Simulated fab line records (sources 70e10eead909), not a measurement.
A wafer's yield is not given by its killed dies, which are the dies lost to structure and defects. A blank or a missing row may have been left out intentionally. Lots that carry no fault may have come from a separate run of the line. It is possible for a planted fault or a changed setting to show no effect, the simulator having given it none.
fab line records	flow nandHarc
record lots=24	wafers=72	lastDay=33
route steps=1302 shown P_M0@268 P_M1@297 P_M2@328
lots untouched by any fault: they come from a run of this same line in which no faults occurred
startH: start of the lot's first displayed wafer, in hours after the record's first day	waitH: how many hours have passed since the lot's step before this one	" repeats the value in the row above	L1.1+2: one row covering several wafers at once	- no value, or no start was given	* or withheld: withheld	< > ~ a bound
route shown NAME@n: names a module that has steps shown in the file, with the first one's number in the route	usual: mean and standard deviation over wafers with no fault	same: alike in all rows	chamber/n: place in a boat	sites: readings site by site	_std_site: standard deviation across them	_edge_site: inner sites' mean taken away from outer sites' mean	radiusMm: for every site, how far away it sits from the centre of the wafer	mask NAME#n: copy n	behind: the most recent tool/chamber to have shaped the wafer	hold: why the lot went on hold/how many hours it stayed there/how the hold came to an end	device: transistor that didn't switch, given as n, p or np	end of line: tests run on the same wafers once the route is complete	step lacking rows: just its recipe	killed: not the wafer's yield, but the dies lost to structure and defects at the first sort	map: the dies of a wafer, with x for killed, . for not killed, _ for no die there
set.NAME: the setting the step ran with; set.NAME@STEP: the setting that earlier step ran with	model.NAME: the simulator's own value behind a step, which no gauge read
steps of the route over a sample of lots; a table a step, a row a wafer
services: the hour from which a tool's chamber was out of use, counted from the record's first day as startH (under 0 if before that day), plus the number of hours and why
## steps
# step NHARC_P_M0_ETCH_15
# recipe targetDepthA=1500	overetchA=150	timeS=82.5	c4f8FlowSccm=withheld	arFlowSccm=400	rfW=600	biasW=300	chemistry=C4F8/Ar
# usual oesProductAu=0.966/0.02	rfVppV=441.8/3
lot.wafer	tool	chamber	startH	waitH	oesProductAu	rfHoursCounterH	rfVppV
L074.3	rieDiel-08	0	-	-	0.932	30	443.3
L074.4	"	1	"	"	0.924	30	445.1
L074.6	"	1	"	"	0.925	-	445.3
L075.4	rieDiel-03	0	-	-	0.973	6	440.5
L075.2	"	2	"	"	0.976	4	440.5
L075.1	"	3	"	"	0.992	7	436.9
L076.2	rieDiel-12	3	-	-	0.973	11	444.2
L076.4	"	1	"	"	0.967	10	442.7
L076.5	"	2	"	"	0.993	-	445.1
L077.1	rieDiel-12	1	-	-	0.969	12	442.0
L077.6	"	0	"	"	0.957	-	436.0
L077.5	"	1	"	"	0.970	-	442.4
L078.1	rieDiel-12	1	-	-	0.964	12	443.0
L078.4	"	0	"	"	0.973	14	438.0
L078.6	"	2	"	"	0.982	-	444.3
L079.2	rieDiel-03	3	-	-	0.984	19	436.2
L079.4	"	1	"	"	0.986	19	441.7
L079.6	"	0	"	"	0.983	-	439.1
L080.3	rieDiel-12	1	-	-	0.987	16	441.0
L080.6	"	2	"	"	0.996	-	445.3
L080.5	"	3	"	"	0.964	-	444.3
L081.4	rieDiel-12	2	-	-	0.984	20	444.4
L081.5	"	1	"	"	0.954	-	442.7
L081.6	"	2	"	"	0.974	-	444.8
L082.2	rieDiel-12	2	-	-	0.981	23	445.0
L082.4	"	1	"	"	0.976	22	441.7
L082.5	"	2	"	"	0.983	-	444.3
L083.4	rieDiel-12	2	-	-	0.986	23	444.2
L083.2	"	0	"	"	0.982	23	435.3
L083.6	"	1	"	"	0.987	-	442.9
L084.2	rieDiel-08	3	-	-	0.951	9	442.4
L084.1	"	0	"	"	0.954	9	441.6
L084.4	"	2	"	"	0.972	7	438.8
L085.4	rieDiel-08	1	-	-	0.949	8	444.2
L085.3	"	2	"	"	0.957	8	437.9
L085.6	"	3	"	"	0.960	-	443.2
L086.2	rieDiel-08	1	-	-	0.949	11	445.4
L086.1	"	2	"	"	0.958	11	436.9
L086.6	"	1	"	"	0.937	-	445.0
L087.2	rieDiel-03	3	-	-	0.949	48	435.8
L087.3	"	0	"	"	0.933	49	439.9
L087.6	"	2	"	"	0.908	-	441.3
L088.4	rieDiel-12	3	-	-	0.978	32	443.2
L088.2	"	0	"	"	0.979	31	435.5
L088.5	"	2	"	"	0.983	-	445.9
L089.4	rieDiel-08	0	-	-	0.974	24	442.1
L089.3	"	1	"	"	0.969	20	445.1
L089.5	"	0	"	"	0.974	-	443.0
L091.4	rieDiel-12	0	-	-	0.981	2	435.2
L091.2	"	1	"	"	0.961	3	440.8
L091.6	"	3	"	"	0.967	-	441.4
L090.1	rieDiel-08	0	-	-	0.966	34	441.6
L090.6	"	3	"	"	0.951	-	442.4
L090.5	"	0	"	"	0.952	-	441.5
L093.2	rieDiel-03	1	-	-	0.972	7	440.0
L093.1	"	2	"	"	0.964	7	439.4
L093.4	"	1	"	"	0.976	-	442.4
L092.2	rieDiel-03	2	-	-	0.972	7	439.5
L092.3	"	3	"	"	0.976	7	446.6
L092.5	"	3	"	"	0.975	-	445.4
L094.2	rieDiel-12	2	-	-	0.985	8	443.0
L094.6	"	1	"	"	0.976	-	441.8
L094.5	"	2	"	"	0.988	-	444.5
L095.3	rieDiel-08	0	-	-	0.972	49	441.8
L095.5	"	2	"	"	0.985	-	439.5
L095.6	"	3	"	"	0.972	-	441.1
L096.4	rieDiel-08	1	-	-	0.928	48	446.1
L096.5	"	1	"	"	0.926	-	445.1
L096.6	"	2	"	"	0.930	-	437.4
L097.3	rieDiel-12	0	-	-	0.937	16	436.6
L097.6	"	1	"	"	0.961	-	442.9
L097.5	"	2	"	"	0.969	-	444.1
# step NHARC_P_M1_INSPECT_11
# usual rawDefectCount=4.7/2.8
lot.wafer	tool	chamber	startH	waitH	rawDefectCount
L074.3	defectInspect-01	-	125.46	0.0	6
L074.4	"	-	"	"	3
L074.6	"	-	"	"	5
L075.1	defectInspect-02	-	131.32	0.0	1
L075.2	"	-	"	"	3
L075.4	"	-	"	"	2
L076.2	defectInspect-01	-	143.97	0.0	2
L076.4	"	-	"	"	4
L076.5	"	-	"	"	5
L077.1	defectInspect-02	-	161.52	0.0	8
L077.5	"	-	"	"	1
L077.6	"	-	"	"	0
L078.1	defectInspect-02	-	165.41	0.0	5
L078.4	"	-	"	"	6
L078.6	"	-	"	"	5
L079.2	defectInspect-01	-	177.21	0.0	2
L079.4	"	-	"	"	7
L079.6	"	-	"	"	3
L080.3	defectInspect-01	-	185.09	0.0	2
L080.5	"	-	"	"	3
L080.6	"	-	"	"	4
L081.4	defectInspect-02	-	197.27	0.0	2
L081.5	"	-	"	"	5
L081.6	"	-	"	"	6
L082.2	defectInspect-01	-	213.51	0.0	4
L082.4	"	-	"	"	8
L082.5	"	-	"	"	7
L083.2	defectInspect-01	-	217.99	0.0	3
L083.4	"	-	"	"	9
L083.6	"	-	"	"	5
L084.1	defectInspect-02	-	231.84	0.0	1
L084.2	"	-	"	"	4
L084.4	"	-	"	"	5
L085.3	defectInspect-01	-	232.84	0.0	9
L085.4	"	-	"	"	6
L085.6	"	-	"	"	7
L086.1	defectInspect-01	-	241.60	0.0	6
L086.2	"	-	"	"	3
L086.6	"	-	"	"	5
L087.2	defectInspect-01	-	259.89	0.0	4
L087.3	"	-	"	"	10
L087.6	"	-	"	"	9
L088.2	defectInspect-01	-	271.65	0.0	9
L088.4	"	-	"	"	5
L088.5	"	-	"	"	7
L089.3	defectInspect-01	-	275.30	0.0	6
L089.4	"	-	"	"	7
L089.5	"	-	"	"	5
L091.2	defectInspect-02	-	296.16	0.0	6
L091.4	"	-	"	"	10
L091.6	"	-	"	"	5
L090.1	defectInspect-02	-	297.34	0.0	6
L090.5	"	-	"	"	6
L090.6	"	-	"	"	5
L093.1	defectInspect-02	-	312.90	0.0	3
L093.2	"	-	"	"	5
L093.4	"	-	"	"	2
L092.2	defectInspect-02	-	313.17	0.0	5
L092.3	"	-	"	"	8
L092.5	"	-	"	"	4
L094.2	defectInspect-02	-	327.81	0.0	1
L094.5	"	-	"	"	1
L094.6	"	-	"	"	5
L095.3	defectInspect-01	-	341.51	0.0	0
L095.5	"	-	"	"	1
L095.6	"	-	"	"	4
L096.4	defectInspect-02	-	349.40	0.0	2
L096.5	"	-	"	"	3
L096.6	"	-	"	"	3
L097.3	defectInspect-01	-	362.40	0.0	3
L097.5	"	-	"	"	4
L097.6	"	-	"	"	5
# step NHARC_P_M1_PRE_CLEAN_30
# recipe timeS=30	tempC=280	gas=H2/He
# usual heaterPowerW=400/38
lot.wafer	tool	chamber	startH	waitH	heaterPowerW
L074.4	pvdSputter-02	-	-	-	449
L074.3	"	-	"	"	461
L074.6	"	-	"	"	440
L075.4	pvdSputter-02	-	-	-	466
L075.1	"	-	"	"	440
L075.2	"	-	"	"	382
L076.4	pvdSputter-02	-	-	-	451
L076.2	"	-	"	"	376
L076.5	"	-	"	"	460
L077.1	pvdSputter-02	-	-	-	455
L077.5	"	-	"	"	460
L077.6	"	-	"	"	446
L078.4	pvdSputter-03	-	-	-	418
L078.1	"	-	"	"	335
L078.6	"	-	"	"	376
L079.2	pvdSputter-01	-	-	-	379
L079.4	"	-	"	"	370
L079.6	"	-	"	"	368
L080.3	pvdSputter-01	-	-	-	377
L080.6	"	-	"	"	371
L080.5	"	-	"	"	406
L081.4	pvdSputter-01	-	-	-	374
L081.5	"	-	"	"	374
L081.6	"	-	"	"	410
L082.4	pvdSputter-03	-	-	-	370
L082.2	"	-	"	"	440
L082.5	"	-	"	"	363
L083.2	pvdSputter-03	-	-	-	356
L083.4	"	-	"	"	451
L083.6	"	-	"	"	354
L084.2	pvdSputter-03	-	-	-	435
L084.4	"	-	"	"	372
L084.1	"	-	"	"	359
L085.4	pvdSputter-03	-	-	-	359
L085.3	"	-	"	"	352
L085.6	"	-	"	"	452
L086.2	pvdSputter-03	-	-	-	454
L086.1	"	-	"	"	377
L086.6	"	-	"	"	360
L087.2	pvdSputter-03	-	-	-	371
L087.3	"	-	"	"	371
L087.6	"	-	"	"	457
L088.4	pvdSputter-03	-	-	-	357
L088.2	"	-	"	"	445
L088.5	"	-	"	"	444
L089.4	pvdSputter-01	-	-	-	360
L089.3	"	-	"	"	423
L089.5	"	-	"	"	368
L091.2	pvdSputter-03	-	-	-	349
L091.4	"	-	"	"	443
L091.6	"	-	"	"	355
L090.1	pvdSputter-01	-	-	-	420
L090.6	"	-	"	"	433
L090.5	"	-	"	"	390
L093.1	pvdSputter-03	-	-	-	353
L093.2	"	-	"	"	370
L093.4	"	-	"	"	368
L092.2	pvdSputter-02	-	-	-	389
L092.3	"	-	"	"	475
L092.5	"	-	"	"	401
L094.2	pvdSputter-01	-	-	-	364
L094.6	"	-	"	"	361
L094.5	"	-	"	"	424
L095.3	pvdSputter-01	-	-	-	435
L095.6	"	-	"	"	433
L095.5	"	-	"	"	378
L096.4	pvdSputter-01	-	-	-	404
L096.5	"	-	"	"	364
L096.6	"	-	"	"	429
L097.3	pvdSputter-01	-	-	-	383
L097.6	"	-	"	"	431
L097.5	"	-	"	"	371
# step NHARC_P_M1_PRE_CLEAN_32
# recipe timeS=12	tempC=370	rfPowerW=300	gas=NH3
# usual heaterPowerW=574/51
lot.wafer	tool	chamber	startH	waitH	heaterPowerW
L074.3	pecvd-03	1	128.19	0.1	554
L074.4	"	0	"	"	695
L074.6	"	1	"	"	559
L075.2	pecvd-04	0	134.05	0.1	502
L075.1	"	2	"	"	537
L075.4	"	0	"	"	499
L076.2	pecvd-04	2	146.71	0.1	456
L076.4	"	1	"	"	692
L076.5	"	2	"	"	455
L077.1	pecvd-02	0	164.26	0.1	607
L077.5	"	0	"	"	600
L077.6	"	1	"	"	604
L078.1	pecvd-02	2	168.12	0.1	566
L078.4	"	1	"	"	613
L078.6	"	0	"	"	553
L079.2	pecvd-04	1	179.94	0.1	660
L079.6	"	2	"	"	479
L079.4	"	0	"	"	539
L080.3	pecvd-04	0	187.95	0.1	541
L080.6	"	1	"	"	592
L080.5	"	0	"	"	537
L081.5	pecvd-03	0	200.05	0.1	630
L081.4	"	1	"	"	572
L081.6	"	2	"	"	577
L082.2	pecvd-02	1	216.25	0.1	612
L082.5	"	2	"	"	656
L082.4	"	0	"	"	559
L083.2	pecvd-02	2	220.71	0.1	639
L083.4	"	2	"	"	623
L083.6	"	1	"	"	544
L084.1	pecvd-04	2	234.53	0.1	506
L084.2	"	0	"	"	494
L084.4	"	0	"	"	498
L085.3	pecvd-04	1	235.55	0.1	608
L085.4	"	1	"	"	613
L085.6	"	2	"	"	523
L086.1	pecvd-03	2	244.62	0.1	582
L086.2	"	0	"	"	637
L086.6	"	1	"	"	618
L087.3	pecvd-02	2	262.60	0.1	613
L087.2	"	0	"	"	549
L087.6	"	0	"	"	549
L088.2	pecvd-02	1	274.43	0.1	562
L088.4	"	1	"	"	553
L088.5	"	1	"	"	551
L089.3	pecvd-03	1	278.10	0.1	588
L089.5	"	2	"	"	575
L089.4	"	0	"	"	642
L091.2	pecvd-02	0	298.97	0.1	521
L091.6	"	0	"	"	528
L091.4	"	1	"	"	495
L090.1	pecvd-02	0	300.07	0.1	578
L090.6	"	1	"	"	606
L090.5	"	0	"	"	603
L093.2	pecvd-02	1	315.61	0.1	588
L093.1	"	0	"	"	607
L093.4	"	1	"	"	601
L092.3	pecvd-02	2	315.98	0.1	616
L092.2	"	0	"	"	537
L092.5	"	0	"	"	539
L094.2	pecvd-03	0	330.58	0.1	573
L094.5	"	2	"	"	535
L094.6	"	0	"	"	597
L095.3	pecvd-02	1	344.67	0.1	563
L095.5	"	0	"	"	524
L095.6	"	1	"	"	588
L096.6	pecvd-03	2	352.13	0.1	584
L096.4	"	0	"	"	640
L096.5	"	1	"	"	591
L097.3	pecvd-02	0	365.11	0.1	497
L097.6	"	0	"	"	491
L097.5	"	1	"	"	547
# step NHARC_P_M1_DEP_33
# recipe targetThkA=300	tempC=370	targetThkNm=30	pressureTorr=3	flowSccm=200	rfW=450	material=SiCN
# usual heaterPowerW=524/50
lot.wafer	tool	chamber	startH	waitH	heaterPowerW
L074.3	pecvd-03	1	128.33	0.1	516
L074.4	"	0	"	"	583
L074.6	"	1	"	"	501
L075.2	pecvd-04	0	134.13	0.1	517
L075.1	"	2	"	"	506
L075.4	"	0	"	"	530
L076.2	pecvd-04	2	146.85	0.1	500
L076.4	"	1	"	"	610
L076.5	"	2	"	"	473
L077.1	pecvd-02	0	164.34	0.1	476
L077.5	"	0	"	"	476
L077.6	"	1	"	"	532
L078.1	pecvd-02	2	168.23	0.1	605
L078.4	"	1	"	"	548
L078.6	"	0	"	"	513
L079.2	pecvd-04	1	180.08	0.1	532
L079.6	"	2	"	"	460
L079.4	"	0	"	"	476
L080.3	pecvd-04	0	188.09	0.1	438
L080.6	"	1	"	"	641
L080.5	"	0	"	"	443
L081.5	pecvd-03	0	200.22	0.2	572
L081.4	"	1	"	"	524
L081.6	"	2	"	"	519
L082.2	pecvd-02	1	216.39	0.1	503
L082.5	"	2	"	"	533
L082.4	"	0	"	"	472
L083.2	pecvd-02	2	220.79	0.1	625
L083.4	"	2	"	"	609
L083.6	"	1	"	"	539
L084.1	pecvd-04	2	234.61	0.1	428
L084.2	"	0	"	"	463
L084.4	"	0	"	"	475
L085.3	pecvd-04	1	235.66	0.1	616
L085.4	"	1	"	"	621
L085.6	"	2	"	"	509
L086.1	pecvd-03	2	244.73	0.1	460
L086.2	"	0	"	"	579
L086.6	"	1	"	"	494
L087.3	pecvd-02	2	262.71	0.1	521
L087.2	"	0	"	"	529
L087.6	"	0	"	"	530
L088.2	pecvd-02	1	274.75	0.3	473
L088.4	"	1	"	"	477
L088.5	"	1	"	"	480
L089.3	pecvd-03	1	278.18	0.1	530
L089.5	"	2	"	"	454
L089.4	"	0	"	"	594
L091.2	pecvd-02	0	299.08	0.1	503
L091.6	"	0	"	"	502
L091.4	"	1	"	"	489
L090.1	pecvd-02	0	300.21	0.1	511
L090.6	"	1	"	"	557
L090.5	"	0	"	"	520
L093.2	pecvd-02	1	315.69	0.1	463
L093.1	"	0	"	"	544
L093.4	"	1	"	"	467
L092.3	pecvd-02	2	316.06	0.1	533
L092.2	"	0	"	"	543
L092.5	"	0	"	"	537
L094.2	pecvd-03	0	330.72	0.1	560
L094.5	"	2	"	"	452
L094.6	"	0	"	"	593
L095.3	pecvd-02	1	344.77	0.1	450
L095.5	"	0	"	"	505
L095.6	"	1	"	"	438
L096.6	pecvd-03	2	352.30	0.2	547
L096.4	"	0	"	"	601
L096.5	"	1	"	"	469
L097.3	pecvd-02	0	365.22	0.1	510
L097.6	"	0	"	"	503
L097.5	"	1	"	"	481
# step NHARC_P_M2_CD_MEAS_09
# recipe targetCdNm=170	landingEnergyEv=500
# usual cdNm=170.1/0.68
lot.wafer	tool	chamber	startH	waitH	cdNm
L074.3	cdSem-02	0	129.49	-	171.0
L074.4	"	0	"	"	171.2
L074.6	"	0	"	"	171.1
L075.1	cdSem-01	0	135.38	-	168.8
L075.2	"	0	"	"	169.9
L075.4	"	0	"	"	170.1
L076.2	cdSem-02	0	148.01	-	169.4
L076.4	"	0	"	"	171.2
L076.5	"	0	"	"	169.9
L077.1	cdSem-02	0	165.46	-	170.6
L077.5	"	0	"	"	170.8
L077.6	"	0	"	"	170.3
L078.1	cdSem-03	0	169.43	-	170.4
L078.4	"	0	"	"	170.0
L078.6	"	0	"	"	169.6
L079.2	cdSem-01	0	181.11	-	168.9
L079.4	"	0	"	"	169.5
L079.6	"	0	"	"	168.8
L080.3	cdSem-03	0	189.26	-	169.3
L080.5	"	0	"	"	169.1
L080.6	"	0	"	"	169.7
L081.4	cdSem-02	0	201.30	-	170.7
L081.5	"	0	"	"	170.8
L081.6	"	0	"	"	170.6
L082.2	cdSem-01	0	217.53	-	170.5
L082.4	"	0	"	"	170.0
L082.5	"	0	"	"	170.4
L083.2	cdSem-01	0	222.17	-	170.3
L083.4	"	0	"	"	171.4
L083.6	"	0	"	"	170.1
L084.1	cdSem-01	0	236.07	-	169.5
L084.2	"	0	"	"	169.9
L084.4	"	0	"	"	170.5
L085.3	cdSem-03	0	236.87	-	169.4
L085.4	"	0	"	"	170.4
L085.6	"	0	"	"	170.0
L086.1	cdSem-02	0	246.06	-	170.2
L086.2	"	0	"	"	170.3
L086.6	"	0	"	"	170.6
L087.2	cdSem-02	0	263.79	-	168.5
L087.3	"	0	"	"	168.3
L087.6	"	0	"	"	168.2
L088.2	cdSem-01	0	276.91	-	169.9
L088.4	"	0	"	"	170.2
L088.5	"	0	"	"	170.4
L089.3	cdSem-02	0	279.42	-	171.1
L089.4	"	0	"	"	171.3
L089.5	"	0	"	"	170.9
L091.2	cdSem-03	0	300.29	-	169.3
L091.4	"	0	"	"	169.7
L091.6	"	0	"	"	169.3
L090.1	cdSem-03	0	301.24	-	169.9
L090.5	"	0	"	"	170.2
L090.6	"	0	"	"	170.2
L093.1	cdSem-03	0	316.79	-	169.9
L093.2	"	0	"	"	170.5
L093.4	"	0	"	"	169.3
L092.2	cdSem-01	0	317.19	-	169.3
L092.3	"	0	"	"	169.4
L092.5	"	0	"	"	170.1
L094.2	cdSem-02	0	332.02	-	170.7
L094.5	"	0	"	"	171.1
L094.6	"	0	"	"	170.9
L095.3	cdSem-03	0	345.98	-	169.6
L095.5	"	0	"	"	169.8
L095.6	"	0	"	"	170.1
L096.4	cdSem-03	0	353.30	-	170.2
L096.5	"	0	"	"	170.1
L096.6	"	0	"	"	170.0
L097.3	cdSem-03	0	366.30	-	170.2
L097.5	"	0	"	"	171.2
L097.6	"	0	"	"	170.5
## services
tool	chamber	startH	hours	kind
pecvd-04	-	97.67	2.0	repair
pvdSputter-01	-	104.91	6.1	repair
rieDiel-12	1	125.62	1.8	repair
rieDiel-12	0	145.01	5.3	repair
pecvd-04	-	158.13	1.7	repair
pvdSputter-01	-	160.20	10.7	repair
pvdSputter-03	-	176.20	10.0	pm
pecvd-03	-	185.09	13.0	pm
pecvd-02	-	192.98	1.2	repair
pvdSputter-03	-	210.19	3.5	repair
pvdSputter-01	-	218.28	27.0	repair
pecvd-04	0	219.18	6.3	repair
pecvd-02	-	228.82	13.0	pm
pecvd-02	1	243.64	4.7	repair
pvdSputter-01	-	245.29	10.0	pm
rieDiel-12	-	268.40	9.0	pm
pecvd-04	-	269.00	13.0	pm
pecvd-02	0	269.16	7.5	repair
pecvd-02	2	274.25	2.3	repair
pvdSputter-03	-	307.93	1.4	repair
pecvd-02	2	324.58	11.8	repair
pecvd-03	2	337.48	3.6	repair
pvdSputter-03	-	354.20	10.0	pm
rieDiel-12	3	363.74	5.9	repair
## key
fault none
